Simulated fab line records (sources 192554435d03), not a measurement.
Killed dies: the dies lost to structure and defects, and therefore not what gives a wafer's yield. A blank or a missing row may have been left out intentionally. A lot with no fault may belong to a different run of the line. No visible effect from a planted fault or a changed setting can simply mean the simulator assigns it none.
fab line records | flow n5_finfet
record: lots: 12 | wafers: 35 | last_day: 20
route steps=1938 shown FIN_SAQP@135 FIN_CUT@154 PASSIVATION@1936
lots untouched by any fault: they come from a run of this same line in which no faults occurred
start_h: start of the lot's first displayed wafer, in hours after the record's first day | wait_h: hours from the lot's prior step to this one | " identical to the entry in the row above | L1.1+2: a row that stands for several wafers | - no value, or no start given | * or withheld: withheld | < > ~ a bound
route shown NAME@n: NAME is a module with steps in the file, n the number in the route of the first one | usual: mean and standard deviation over wafers with no fault | same: alike in all rows | chamber/n: place in a boat | sites: per-site readings | _std_site: standard deviation of those values | _edge_site: inner sites' mean taken away from outer sites' mean | radius_mm: how far each site lies from the wafer's centre | mask NAME#n: copy n | behind: tool/chamber where the wafer was last shaped | hold: why the lot went on hold/how many hours it stayed there/how the hold came to an end | device: transistor that didn't switch, given as n, p or np | end of line: the tests these same wafers got at the end of their route | where a step has no rows: the recipe by itself | killed: at the first sort, the dies lost to defects and structure; wafer yield is something else | map: dies across one wafer; x = killed, . = not, _ = none there
set.NAME: setting as actually run; set.NAME@STEP: the setting as run at that earlier step | model.NAME: the simulator's own value behind a step, which no gauge read
a sample of lots followed through the steps of the route, with each step as a table and each wafer as a row
services: the hour from which a tool's chamber was out of use, counted from the record's first day as start_h (under 0 if before that day), plus the number of hours and why
== steps ==
step: N5_FIN_SAQP_ETCH_67
recipe: chemistry: CH3F/O2 | target: SiNx | target_depth_a: 300 | mask_material: SOC | pressure_mtorr: 30 | source_w: 395 | bias_w: 73 | Ar_flow_sccm: 150 | CH3F_flow_sccm: 30 | O2_flow_sccm: 20 | ion_energy_ev: 120
usual: CH3F_flow_sccm: 30.00/0.091 | drypump_motor_current_A: 5.6/0.42 | oes_product_au: 0.77/0.063 | rf_vpp_V: 298/6.9 | showerhead_plenum_p_Torr: 2.00/0.075 | throttle_valve_pct: 16.41/0.21
lot.wafer | tool        | chamber | start_h | wait_h | CH3F_flow_sccm | drypump_motor_current_A | oes_product_au | rf_hours_counter_h | rf_vpp_V | showerhead_plenum_p_Torr | throttle_valve_pct
L189.2    | rie_diel-05 | 2       | 27.15   | 0.0    | 30.22          | 5.3                     | 0.73           | 167                | 302      | 2.10                     | 16.48
L189.3    | "           | 3       | "       | "      | 29.93          | 5.5                     | 0.71           | 182                | 294      | 1.93                     | 16.31
L189.5    | "           | 0       | "       | "      | 29.96          | 5.1                     | 0.78           | -                  | 298      | 1.92                     | 16.14
L191.4    | rie_diel-04 | 1       | 36.63   | 0.0    | 29.94          | 6.1                     | 0.78           | 129                | 292      | 1.94                     | 16.55
L191.5    | "           | 1       | "       | "      | 29.91          | 6.1                     | 0.77           | -                  | 293      | 1.94                     | 16.56
L192.1    | rie_diel-01 | 1       | 44.32   | 0.0    | 29.92          | 5.8                     | 0.87           | 62                 | 314      | 2.14                     | 16.14
L192.4    | "           | 0       | "       | "      | 30.01          | 6.3                     | 0.72           | 187                | 291      | 2.08                     | 16.54
L192.5    | "           | 2       | "       | "      | 30.14          | 5.1                     | 0.75           | -                  | 295      | 2.01                     | 16.48
L197.2    | rie_diel-01 | 2       | 73.68   | 0.0    | 29.93          | 5.1                     | 0.75           | 171                | 293      | 2.00                     | 16.52
L197.4    | "           | 1       | "       | "      | 30.00          | 5.8                     | 0.85           | 73                 | 314      | 2.13                     | 16.15
L197.5    | "           | 0       | "       | "      | 29.73          | 6.2                     | 0.72           | -                  | 294      | 2.08                     | 16.57
L198.2    | rie_diel-04 | 2       | 80.69   | 0.0    | 30.07          | 5.6                     | 0.99           | 0                  | 296      | 2.07                     | 16.50
L198.5    | "           | 3       | "       | "      | 29.86          | 5.5                     | 0.81           | -                  | 289      | 1.93                     | 16.29
L198.6    | "           | 0       | "       | "      | 29.97          | 5.8                     | 0.81           | -                  | 312      | 2.01                     | 15.92
L199.1    | rie_diel-05 | 3       | 85.20   | 0.0    | 30.02          | 5.5                     | 0.69           | 200                | 294      | 1.92                     | 16.37
L199.4    | "           | 0       | "       | "      | 30.05          | 5.1                     | 0.77           | 156                | 296      | 1.91                     | 16.18
L199.6    | "           | 3       | "       | "      | 30.05          | 5.4                     | 0.70           | -                  | 292      | 1.92                     | 16.37
L201.2    | rie_diel-04 | 2       | 98.77   | 0.0    | 29.94          | 5.6                     | 0.97           | 6                  | 297      | 2.07                     | 16.54
L201.4    | "           | 1       | "       | "      | 29.94          | 6.1                     | 0.76           | 153                | 294      | 1.93                     | 16.59
L201.6    | "           | 0       | "       | "      | 30.17          | 5.8                     | 0.81           | -                  | 313      | 2.01                     | 15.94
L205.1    | rie_diel-04 | 2       | 120.41  | 0.0    | 30.17          | 5.6                     | 0.95           | 13                 | 296      | 2.07                     | 16.55
L205.3    | "           | 1       | "       | "      | 30.08          | 6.1                     | 0.75           | 160                | 293      | 1.93                     | 16.63
L205.5    | "           | 1       | "       | "      | 30.11          | 6.1                     | 0.74           | -                  | 293      | 1.93                     | 16.63
L207.1    | rie_diel-05 | 0       | 133.29  | 0.0    | 30.00          | 5.1                     | 0.76           | 170                | 296      | 1.91                     | 16.21
L207.3    | "           | 2       | "       | "      | 30.13          | 5.3                     | 0.71           | 201                | 300      | 2.09                     | 16.54
L207.5    | "           | 2       | "       | "      | 30.11          | 5.3                     | 0.71           | -                  | 299      | 2.09                     | 16.55
L209.4    | rie_diel-01 | 2       | 145.54  | 0.0    | 30.05          | 5.1                     | 0.72           | 194                | 294      | 1.99                     | 16.55
L209.5    | "           | 3       | "       | "      | 30.05          | 5.0                     | 0.78           | -                  | 299      | 1.92                     | 16.38
L209.6    | "           | 0       | "       | "      | 30.08          | 6.3                     | 0.70           | -                  | 294      | 2.07                     | 16.60
L211.2    | rie_diel-01 | 3       | 158.58  | 0.0    | 29.95          | 5.0                     | 0.78           | 128                | 302      | 1.92                     | 16.39
L211.3    | "           | 0       | "       | "      | 29.96          | 6.2                     | 0.69           | 226                | 294      | 2.07                     | 16.61
L211.4    | "           | 1       | "       | "      | 29.91          | 5.8                     | 0.80           | 102                | 315      | 2.12                     | 16.21
L212.1    | rie_diel-05 | 1       | 162.85  | 0.0    | 29.87          | 6.2                     | 0.80           | 130                | 296      | 2.00                     | 16.61
L212.4    | "           | 3       | "       | "      | 30.02          | 5.5                     | 0.69           | 226                | 293      | 1.91                     | 16.41
L212.6    | "           | 0       | "       | "      | 30.11          | 5.1                     | 0.75           | -                  | 297      | 1.91                     | 16.22
step: N5_FIN_SAQP_SPACER2_ALD_28
recipe: material: SiO2 | target_thk_a: 81 | temp_c: 300 | ald_precursor_family: BDEAS | ald_co_reactant: O2-plasma | pulse_time_s: 1 | purge_time_s: 2 | co_reactant_purge_time_s: 2 | pressure_torr: 2
usual: heater_power_w: 503/59 | precursor_pulse_height_rel: 1.000/0.02
same: purge_time_s: 2
lot.wafer | tool       | chamber | start_h | wait_h | heater_power_w | precursor_pulse_height_rel
L189.2    | ald_sin-04 | 2       | 27.39   | 0.1    | 461            | 0.955
L189.3    | "          | 0       | "       | "      | 504            | 0.984
L189.5    | "          | 2       | "       | "      | 484            | 1.017
L191.4    | ald_sin-04 | 0       | 36.98   | 0.1    | 518            | 1.014
L191.5    | "          | 2       | "       | "      | 467            | 1.001
L192.1    | ald_sin-04 | 1       | 44.57   | 0.1    | 614            | 1.038
L192.4    | "          | 0       | "       | "      | 519            | 0.963
L192.5    | "          | 2       | "       | "      | 483            | 1.025
L197.2    | ald_sin-04 | 1       | 73.92   | 0.1    | 597            | 1.009
L197.4    | "          | 3       | "       | "      | 574            | 0.971
L197.5    | "          | 3       | "       | "      | 579            | 1.009
L198.2    | ald_sin-03 | 2       | 81.50   | 0.7    | 515            | 1.018
L198.5    | "          | 3       | "       | "      | 516            | 1.001
L198.6    | "          | 0       | "       | "      | 441            | 1.009
L199.1    | ald_sin-03 | 2       | 86.06   | 0.7    | 548            | 1.016
L199.4    | "          | 1       | "       | "      | 457            | 0.975
L199.6    | "          | 3       | "       | "      | 500            | 0.992
L201.2    | ald_sin-04 | 0       | 99.39   | 0.5    | 519            | 0.995
L201.4    | "          | 2       | "       | "      | 454            | 1.002
L201.6    | "          | 3       | "       | "      | 562            | 0.984
L205.1    | ald_sin-04 | 3       | 120.65  | 0.1    | 570            | 1.015
L205.3    | "          | 0       | "       | "      | 518            | 1.002
L205.5    | "          | 3       | "       | "      | 573            | 1.008
L207.1    | ald_sin-03 | 1       | 133.54  | 0.1    | 446            | 0.991
L207.3    | "          | 2       | "       | "      | 529            | 1.002
L207.5    | "          | 3       | "       | "      | 515            | 0.978
L209.4    | ald_sin-03 | 2       | 145.78  | 0.1    | 521            | 0.998
L209.5    | "          | 2       | "       | "      | 527            | 1.022
L209.6    | "          | 3       | "       | "      | 514            | 0.969
L211.2    | ald_sin-03 | 1       | 159.20  | 0.5    | 458            | 1.010
L211.3    | "          | 0       | "       | "      | 443            | 0.999
L211.4    | "          | 2       | "       | "      | 515            | 0.948
L212.1    | ald_sin-02 | 0       | 163.09  | 0.1    | 407            | 0.991
L212.4    | "          | 2       | "       | "      | 428            | 1.020
L212.6    | "          | 0       | "       | "      | 394            | 1.005
step: N5_FIN_SAQP_HM_CD_35
recipe: target_cd_nm: 8 | polarity: line
usual: cd_nm: 8.02/0.25
lot.wafer | tool      | chamber | start_h | wait_h | cd_nm
L189.2    | cd_sem-01 | -       | 28.18   | 0.1    | 7.75
L189.3    | "         | -       | "       | "      | 7.82
L189.5    | "         | -       | "       | "      | 7.99
L191.4    | cd_sem-01 | -       | 38.02   | 0.1    | 7.73
L191.5    | "         | -       | "       | "      | 8.08
L192.1    | cd_sem-02 | -       | 45.53   | 0.1    | 7.70
L192.4    | "         | -       | "       | "      | 8.16
L192.5    | "         | -       | "       | "      | 8.20
L197.2    | cd_sem-03 | -       | 74.71   | 0.1    | 8.58
L197.4    | "         | -       | "       | "      | 8.05
L197.5    | "         | -       | "       | "      | 8.11
L198.2    | cd_sem-01 | -       | 82.29   | 0.1    | 8.30
L198.5    | "         | -       | "       | "      | 8.02
L198.6    | "         | -       | "       | "      | 8.29
L199.1    | cd_sem-02 | -       | 86.97   | 0.1    | 8.26
L199.4    | "         | -       | "       | "      | 7.92
L199.6    | "         | -       | "       | "      | 7.68
L201.2    | cd_sem-01 | -       | 100.34  | 0.1    | 8.19
L201.4    | "         | -       | "       | "      | 8.09
L201.6    | "         | -       | "       | "      | 8.16
L205.1    | cd_sem-03 | -       | 121.44  | 0.1    | 7.67
L205.3    | "         | -       | "       | "      | 7.54
L205.5    | "         | -       | "       | "      | 7.79
L207.1    | cd_sem-02 | -       | 134.33  | 0.1    | 7.97
L207.3    | "         | -       | "       | "      | 8.14
L207.5    | "         | -       | "       | "      | 8.01
L209.4    | cd_sem-03 | -       | 146.82  | 0.1    | 7.79
L209.5    | "         | -       | "       | "      | 8.20
L209.6    | "         | -       | "       | "      | 8.17
L211.2    | cd_sem-01 | -       | 160.03  | 0.1    | 8.10
L211.3    | "         | -       | "       | "      | 8.05
L211.4    | "         | -       | "       | "      | 8.19
L212.1    | cd_sem-02 | -       | 164.19  | 0.1    | 7.68
L212.4    | "         | -       | "       | "      | 8.11
L212.6    | "         | -       | "       | "      | 7.74
step: N5_FIN_CUT_COAT_18
recipe: resist: SOC | temp_c: 250 | time_s: 60 | spin_rpm: 1500 | resist_thk_nm: 230
usual: spin_speed_rpm: 1499.9/0.98
lot.wafer | tool           | chamber | start_h | wait_h | spin_speed_rpm
L189.2    | litho_track-04 | 0       | 28.53   | 0.0    | 1500.0
L189.3    | "              | 0       | "       | "      | 1501.1
L189.5    | "              | 0       | "       | "      | 1501.9
L191.4    | litho_track-01 | 0       | 38.36   | 0.0    | 1499.5
L191.5    | "              | 0       | "       | "      | 1500.0
L192.1    | litho_track-04 | 0       | 45.88   | 0.0    | 1499.5
L192.4    | "              | 0       | "       | "      | 1499.7
L192.5    | "              | 0       | "       | "      | 1500.2
L197.2    | litho_track-02 | 0       | 75.06   | 0.0    | 1499.9
L197.4    | "              | 0       | "       | "      | 1498.5
L197.5    | "              | 0       | "       | "      | 1498.0
L198.2    | litho_track-04 | 0       | 82.70   | 0.0    | 1579.2
L198.5    | "              | 0       | "       | "      | 1578.0
L198.6    | "              | 0       | "       | "      | 1578.5
L199.1    | litho_track-04 | 0       | 87.35   | 0.0    | 1578.4
L199.4    | "              | 0       | "       | "      | 1579.2
L199.6    | "              | 0       | "       | "      | 1579.4
L201.2    | litho_track-02 | 0       | 100.69  | 0.0    | 1499.8
L201.4    | "              | 0       | "       | "      | 1502.0
L201.6    | "              | 0       | "       | "      | 1500.2
L205.1    | litho_track-01 | 0       | 121.79  | 0.0    | 1500.0
L205.3    | "              | 0       | "       | "      | 1500.3
L205.5    | "              | 0       | "       | "      | 1500.0
L207.1    | litho_track-02 | 0       | 134.68  | 0.0    | 1498.9
L207.3    | "              | 0       | "       | "      | 1498.5
L207.5    | "              | 0       | "       | "      | 1499.2
L209.4    | litho_track-01 | 0       | 147.16  | 0.0    | 1500.0
L209.5    | "              | 0       | "       | "      | 1499.6
L209.6    | "              | 0       | "       | "      | 1498.8
L211.2    | litho_track-04 | 0       | 160.38  | 0.0    | 1501.0
L211.3    | "              | 0       | "       | "      | 1499.5
L211.4    | "              | 0       | "       | "      | 1500.7
L212.1    | litho_track-02 | 0       | 164.54  | 0.0    | 1498.4
L212.4    | "              | 0       | "       | "      | 1498.5
L212.6    | "              | 0       | "       | "      | 1498.2
step: N5_PASSIVATION_PROBE_49
usual: killed_at_M0_to_M3: 36/10 | killed_at_M4_up: 14/5.2 | killed_at_contacts: 12/6 | killed_at_front_end: 37/10 | killed_at_other: 4/3.3 | killed_dies: 104/18 | killed_on_rim: 14/4.1 | killed_open: 68/14 | killed_short: 34/7.4
same: gross_dies: 1180 | killed_at_back_side: 0
lot.wafer | tool      | chamber | start_h | wait_h | killed_at_M0_to_M3 | killed_at_M4_up | killed_at_contacts | killed_at_front_end | killed_at_other | killed_dies | killed_on_rim | killed_open | killed_short
L198.2    | prober-02 | -       | 347.36  | 0.1    | 37                 | 15              | 11                 | 45                  | 3               | 111         | 17            | 79          | 29
L198.5    | prober-02 | -       | 347.51  | 0.2    | 34                 | 15              | 12                 | 37                  | 15              | 113         | 11            | 58          | 42
L198.6    | prober-02 | -       | 347.56  | 0.3    | 30                 | 16              | 10                 | 38                  | 4               | 98          | 13            | 64          | 30
L197.2    | prober-02 | -       | 348.20  | 0.1    | 46                 | 19              | 22                 | 26                  | 8               | 121         | 17            | 85          | 35
L197.4    | prober-02 | -       | 348.30  | 0.2    | 44                 | 27              | 12                 | 57                  | 6               | 146         | 17            | 102         | 42
L197.5    | prober-02 | -       | 348.35  | 0.2    | 63                 | 26              | 14                 | 36                  | 7               | 146         | 19            | 95          | 48
L199.1    | prober-01 | -       | 375.60  | 0.0    | 28                 | 16              | 9                  | 40                  | 3               | 96          | 14            | 62          | 34
L199.4    | prober-01 | -       | 375.75  | 0.2    | 24                 | 16              | 7                  | 34                  | 1               | 82          | 7             | 50          | 31
L199.6    | prober-01 | -       | 375.85  | 0.3    | 40                 | 10              | 8                  | 44                  | 1               | 103         | 12            | 63          | 40
L201.2    | prober-02 | -       | 419.64  | 0.1    | 24                 | 12              | 25                 | 29                  | 2               | 92          | 12            | 55          | 36
L201.4    | prober-02 | -       | 419.74  | 0.2    | 30                 | 21              | 9                  | 43                  | 4               | 107         | 12            | 60          | 47
L201.6    | prober-02 | -       | 419.84  | 0.3    | 35                 | 21              | 17                 | 28                  | 2               | 103         | 13            | 75          | 28
L205.1    | prober-01 | -       | 470.34  | 0.0    | 36                 | 12              | 9                  | 43                  | 1               | 101         | 11            | 64          | 35
L205.3    | prober-01 | -       | 470.44  | 0.1    | 27                 | 15              | 4                  | 47                  | 11              | 104         | 12            | 76          | 27
L205.5    | prober-01 | -       | 470.54  | 0.2    | 22                 | 6               | 12                 | 49                  | 6               | 95          | 12            | 62          | 31
killed by level:class
L198.2 STI_FIN_REVEAL:geometric_particle:open=16 BEOL_M3:geometric_particle:open=12 MOL_CONTACT_COAG:geometric_particle:open=10 FIN_SAQP:geometric_particle:short=7 BEOL_M2:geometric_particle:open=7 GATE_CUT:geometric_particle:short=5 BEOL_M1:geometric_particle:open=5 FIN_SAQP:geometric_particle:open=4
L198.5 PASSIVATION:area_etch=12 FIN_SAQP:geometric_particle:open=9 BEOL_M1:geometric_particle:open=8 BEOL_M0_SAQP:geometric_particle:short=7 BEOL_M3:geometric_particle:open=6 ILD0:geometric_particle:short=6 MOL_CONTACT_COAG:geometric_particle:short=6 MOL_CONTACT_COAG:geometric_particle:open=6
L198.6 FIN_SAQP:geometric_particle:open=10 STI_FIN_REVEAL:geometric_particle:open=7 MOL_CONTACT_COAG:geometric_particle:open=7 BEOL_M0_SAQP:geometric_particle:open=6 BEOL_M2:geometric_particle:open=6 BEOL_M3:geometric_particle:open=5 BEOL_M0_SAQP:geometric_particle:short=4 BEOL_M1:geometric_particle:open=4
L197.2 MOL_CONTACT_COAG:geometric_particle:open=17 BEOL_M3:geometric_particle:open=15 BEOL_M0_SAQP:geometric_particle:open=10 BEOL_M0_SAQP:geometric_particle:short=8 BEOL_M4:geometric_particle:open=7 MOL_CONTACT_COAG:geometric_particle:short=5 BEOL_M1:geometric_particle:open=5 FIN_SAQP:geometric_particle:open=4
L197.4 STI_FIN_REVEAL:geometric_particle:open=24 BEOL_M4:geometric_particle:open=14 BEOL_M3:geometric_particle:open=11 MOL_CONTACT_COAG:geometric_particle:open=8 BEOL_M2:geometric_particle:open=8 BEOL_M0_SAQP:geometric_particle:short=7 STARTING-WAFER:geometric_particle:open=7 ILD0:geometric_particle:open=5
L197.5 BEOL_M3:geometric_particle:open=15 BEOL_M2:geometric_particle:open=15 BEOL_M4:geometric_particle:open=13 MOL_CONTACT_COAG:geometric_particle:open=11 BEOL_M0_SAQP:geometric_particle:short=9 BEOL_M0_SAQP:geometric_particle:open=6 STARTING-WAFER:geometric_particle:open=6 BEOL_M3:geometric_particle:short=5
L199.1 FIN_SAQP:geometric_particle:short=12 FIN_SAQP:geometric_particle:open=9 BEOL_M0_SAQP:geometric_particle:open=8 MOL_CONTACT_COAG:geometric_particle:open=7 ILD0:geometric_particle:open=5 BEOL_M0_SAQP:geometric_particle:short=5 BEOL_M2:geometric_particle:open=5 GATE_CUT:geometric_particle:short=4
L199.4 FIN_SAQP:geometric_particle:short=15 FIN_SAQP:geometric_particle:open=8 BEOL_M0_SAQP:geometric_particle:open=7 MOL_CONTACT_COAG:geometric_particle:open=6 BEOL_M0_SAQP:geometric_particle:short=6 BEOL_M3:geometric_particle:open=6 BEOL_M4:geometric_particle:open=6 STARTING-WAFER:geometric_particle:short=3
L199.6 FIN_SAQP:geometric_particle:short=11 BEOL_M0_SAQP:geometric_particle:open=11 BEOL_M0_SAQP:geometric_particle:short=11 BEOL_M3:geometric_particle:open=11 FIN_SAQP:geometric_particle:open=10 GATE_CUT:geometric_particle:short=7 MOL_CONTACT_COAG:geometric_particle:open=7 ILD0:geometric_particle:short=5
L201.2 MOL_CONTACT_COAG:geometric_particle:open=20 FIN_SAQP:geometric_particle:short=5 MOL_CONTACT_COAG:geometric_particle:short=5 BEOL_M0_SAQP:geometric_particle:open=5 BEOL_M3:geometric_particle:short=5 DUMMY_GATE:geometric_particle:open=4 BEOL_M5:geometric_particle:short=4 BEOL_M0_SAQP:geometric_particle:short=4
L201.4 FIN_SAQP:geometric_particle:open=13 BEOL_M0_SAQP:geometric_particle:open=9 BEOL_M0_SAQP:geometric_particle:short=9 MOL_CONTACT_COAG:geometric_particle:open=6 BEOL_M5:geometric_particle:short=6 FIN_SAQP:geometric_particle:short=5 ILD0:geometric_particle:short=5 DUMMY_GATE:geometric_particle:open=4
L201.6 MOL_CONTACT_COAG:geometric_particle:open=15 BEOL_M0_SAQP:geometric_particle:open=15 DUMMY_GATE:geometric_particle:open=7 BEOL_M4:geometric_particle:open=7 BEOL_M3:geometric_particle:open=6 BEOL_M0_SAQP:geometric_particle:short=6 FIN_SAQP:geometric_particle:open=5 ILD0:geometric_particle:short=5
L205.1 BEOL_M2:geometric_particle:open=12 STI_FIN_REVEAL:geometric_particle:open=11 FIN_SAQP:geometric_particle:open=9 FIN_SAQP:geometric_particle:short=6 BEOL_M0_SAQP:geometric_particle:open=6 GATE_CUT:geometric_particle:short=5 MOL_CONTACT_COAG:geometric_particle:open=5 BEOL_M4:geometric_particle:open=5
L205.3 FIN_SAQP:geometric_particle:open=22 GATE_CUT:geometric_particle:open=9 FIN_SAQP:geometric_particle:short=8 BEOL_M0_SAQP:geometric_particle:short=8 BEOL_M5:geometric_particle:open=8 BEOL_M0_SAQP:geometric_particle:open=6 MIM_TOP:geometric_particle:open=5 STI_FIN_REVEAL:geometric_particle:open=4
L205.5 FIN_SAQP:geometric_particle:open=14 MOL_CONTACT_COAG:geometric_particle:open=10 STI_FIN_REVEAL:geometric_particle:open=9 GATE_CUT:geometric_particle:short=8 FIN_SAQP:geometric_particle:short=5 BEOL_M1:geometric_particle:open=5 DUMMY_GATE:geometric_particle:open=4 BEOL_M2:geometric_particle:short=4
== services ==
tool        | chamber | start_h | hours | kind
ald_sin-03  | 0       | 7.85    | -     | clean
ald_sin-03  | 1       | 7.85    | -     | clean
ald_sin-03  | 2       | 7.85    | -     | clean
ald_sin-03  | 3       | 7.85    | -     | clean
ald_sin-04  | 1       | 19.00   | 3.7   | repair
ald_sin-03  | -       | 37.80   | 6.1   | pm
ald_sin-03  | -       | 49.82   | 1.2   | repair
ald_sin-04  | 3       | 59.00   | 11.1  | repair
rie_diel-04 | 2       | 60.97   | -     | clean
ald_sin-03  | 3       | 72.07   | 1.9   | repair
ald_sin-02  | 0       | 73.26   | 3.7   | repair
ald_sin-02  | -       | 74.93   | 0.8   | pm
ald_sin-04  | -       | 85.32   | 14.0  | pm
ald_sin-04  | 0       | 85.32   | 14.0  | vent_cycle
ald_sin-04  | 1       | 85.32   | 14.0  | vent_cycle
ald_sin-04  | 2       | 85.32   | 14.0  | vent_cycle
ald_sin-04  | 3       | 85.32   | 14.0  | vent_cycle
ald_sin-04  | 0       | 99.32   | -     | clean
ald_sin-04  | 1       | 99.32   | -     | clean
ald_sin-04  | 2       | 99.32   | -     | clean
ald_sin-04  | 3       | 99.32   | -     | clean
ald_sin-04  | 2       | 102.73  | 16.2  | repair
ald_sin-02  | 0       | 137.06  | 5.4   | repair
ald_sin-02  | 3       | 141.38  | 19.9  | repair
== key ==
first_sign: step: N5_FIN_CUT_COAT_18 | reading: spin_speed_rpm | direction: up | sigmas: 81 | usual: * | struck: *
effect none on later readings
met_at N5_FIN_CUT_COAT_18
struck_lots L198,L199
tester_left_out L198,L199
baseline_loss: step: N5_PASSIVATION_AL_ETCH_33 | wafers: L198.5
not_acting_at N5_FIN_SAQP_ETCH_67,N5_FIN_SAQP_SPACER2_ALD_28,N5_FIN_SAQP_HM_CD_35
onset_between 45.88 82.70
fault: kind: process_parameter_drift | tool: litho_track-04 | chamber: - | onset_h: 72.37 | steps: N5_FIN_CUT_COAT_18 | channel: spin_rpm | offset: * | shape: step | end_h: 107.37 | acts_in: * | stated: *
tester_left_out: of these lots the tester's yield and bins aren't shown, on N5 and GAA mostly nor the transistor test; their killed dies are dies lost to structure and defects alone, not to doping, threshold or leakage, so they don't give the yield
baseline_loss: these wafers lose ten dies or more at that step, a loss of the line's own and not of a fault; the sort's usual values leave them out
